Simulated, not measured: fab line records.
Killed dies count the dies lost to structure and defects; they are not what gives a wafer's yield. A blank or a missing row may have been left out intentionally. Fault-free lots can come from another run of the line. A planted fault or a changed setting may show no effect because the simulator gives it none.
A struck lot beside a sound one | flow n5_finfet | 37 out of 1938 route steps
Sound: wafers L403.2, L403.5, L403.6. Struck: wafer L387.4 (left out: L387.1, L387.2 of the same lot, which were not struck); the cause appears at the end.
For every step that has rows: the tool of each side, followed by ch and its chambers, followed by its first start. Under that, the readings that differ: sound wafers | struck wafers | difference of the means | sigmas: that difference in standard deviations of wafers without a fault.
alike: same words and numbers on both sides, and readings whose means sit less than 2 such deviations apart. not compared: any withheld reading, any reading some wafer has no value for, any bound like >300 that may hide the same value, and any number with overlapping values for which the record gives no deviation.
The two part at a step that has a row with sigmas, a row that says differs or no value, or rows on one side only. Numbers that don't overlap but have no deviation are shown without sigmas and don't part them. A reading missing from all wafers of one side parts the sides only when that side holds two or more wafers.

first, 9 steps without rows for these wafers: N5_BEOL_M6_ALD_77 (deposits TaN, target thk 2 nm, pulse time 2 s, purge time 3 s); N5_BEOL_M6_SURFACE_TREAT_79; N5_BEOL_M6_CVD_78 (deposits Co from CCTBA/H2, target thk 2 nm, time 142.3 s); N5_BEOL_M6_SPUTTER_48 (material Cu, target thk 10 nm, time 1.667 s); N5_BEOL_M6_ECD_50 (material Cu, target thk 300 nm); N5_BEOL_M6_ANNEAL_51 (time 90 s); N5_BEOL_M6_CMP_52 (polishes, stops on SiCOH lowk, t overpolish 6.9 s, target thk 80 nm); N5_BEOL_M6_PRE_CLEAN_55 (time 15 s); N5_BEOL_M6_DEP_56 (deposits SiCN from 3MS/NH3, target thk 10 nm, time 17.5 s).
N5_BEOL_M7_ILD_DEP_00: deposits SiCOH lowk from DEMS/porogen, target thk 179.75 nm, time 33.4 s.
  sound on pecvd-02 ch 0,1,2, day 15 12:43; struck on pecvd-02 ch 1, day 11 12:11
  reading                                            | sound             | struck | difference | sigmas
  model.SiCOH_lowk_of_BEOL_M7_ILD_DEP_00.thk_nm (nm) | 177.2 180.8 181.2 | 190.6  | +10.9      |
  alike: heater_power_w, showerhead_plenum_p_Torr, throttle_valve_pct
then, 1 step without rows for these wafers: N5_BEOL_M7_CURE_74 (cures SiCOH lowk, time 240 s).
N5_BEOL_M7_THK_MEAS_01:
  sound: film_metro-02 at day 15 13:17; struck: film_metro-02 at day 11 13:15
  reading         | sound             | struck | difference | sigmas
  M7_ILD_THK (nm) | 152.8 156.0 156.2 | 164.4  | +9.4       | +5
then, 23 steps without rows for these wafers: N5_BEOL_M7_PECVD_70 (deposits SiO2 from TEOS/O2, target thk 20 nm, time 22.7 s); N5_BEOL_M7_HM_DEP_02 (deposits TiN, target thk 20 nm); N5_BEOL_M7_COAT_59 (time 60 s, resist thk 100 nm); N5_BEOL_M7_COAT_60 (time 60 s, resist thk 35 nm); N5_BEOL_M7_COAT_05 (resist thk 90 nm); N5_BEOL_M7_EBR_07; N5_BEOL_M7_SOFTBAKE_06 (time 60 s); N5_BEOL_M7_EXPOSE_08 (exposes mask M7); N5_BEOL_M7_PEB_09 (peb time 60 s); N5_BEOL_M7_DEVELOP_10 (develop time 30 s); N5_BEOL_M7_DESCUM_16 (chemistry O2, time 7.9 s); N5_BEOL_M7_ETCH_61 (etches SiARC in CF4, target depth 45.5 nm, time 75.8 s); N5_BEOL_M7_ETCH_62 (etches SOC in N2/H2, target depth 110 nm, overetch 22 nm, time 165 s); N5_BEOL_M7_STRIP_68 (strips in N2/H2); N5_BEOL_M7_STRIP_67 (strips in CF4); N5_BEOL_M7_HM_OPEN_17 (chemistry Cl2/BCl3, target TiN, target depth 20 nm, overetch 6 nm); N5_BEOL_M7_STRIP_19 (strips in O2); N5_BEOL_M7_COAT_63 (time 60 s, resist thk 60 nm); N5_BEOL_M7_COAT_64 (time 60 s, resist thk 12 nm); N5_BEOL_M7_COAT_71 (time 60 s, resist thk 5 nm); N5_BEOL_M7_COAT_22 (resist thk 30 nm); N5_BEOL_M7_EBR_24; N5_BEOL_M7_SOFTBAKE_23 (time 60 s).
N5_BEOL_M7_CMP_52: polishes, stops on SiCOH lowk, t overpolish 6.9 s, target thk 80 nm.
  sound on cmp-03 ch 0,1,2, day 15 21:32; struck on cmp-01 ch 1, day 11 18:49
  reading                                            | sound           | struck | difference | sigmas
  motor_current_A (A)                                | 5.9 7.0 5.5     | 7.0    | +0.9       | +2
  model.SiCOH_lowk_of_BEOL_M7_ILD_DEP_00.thk_nm (nm) | 149.8 153 153.4 | 161.4  | +9.3       |
  alike: clearing_platen_down_force_psi, clearing_platen_rpm, slurry_filter_dp_kPa
next, for these wafers, 1 step has no rows: N5_PASSIVATION_PROBE_49.

## WHERE THEY PART
First at N5_BEOL_M7_THK_MEAS_01; last, within this record, at N5_BEOL_M7_CMP_52.

WHY: the cause the simulator had injected
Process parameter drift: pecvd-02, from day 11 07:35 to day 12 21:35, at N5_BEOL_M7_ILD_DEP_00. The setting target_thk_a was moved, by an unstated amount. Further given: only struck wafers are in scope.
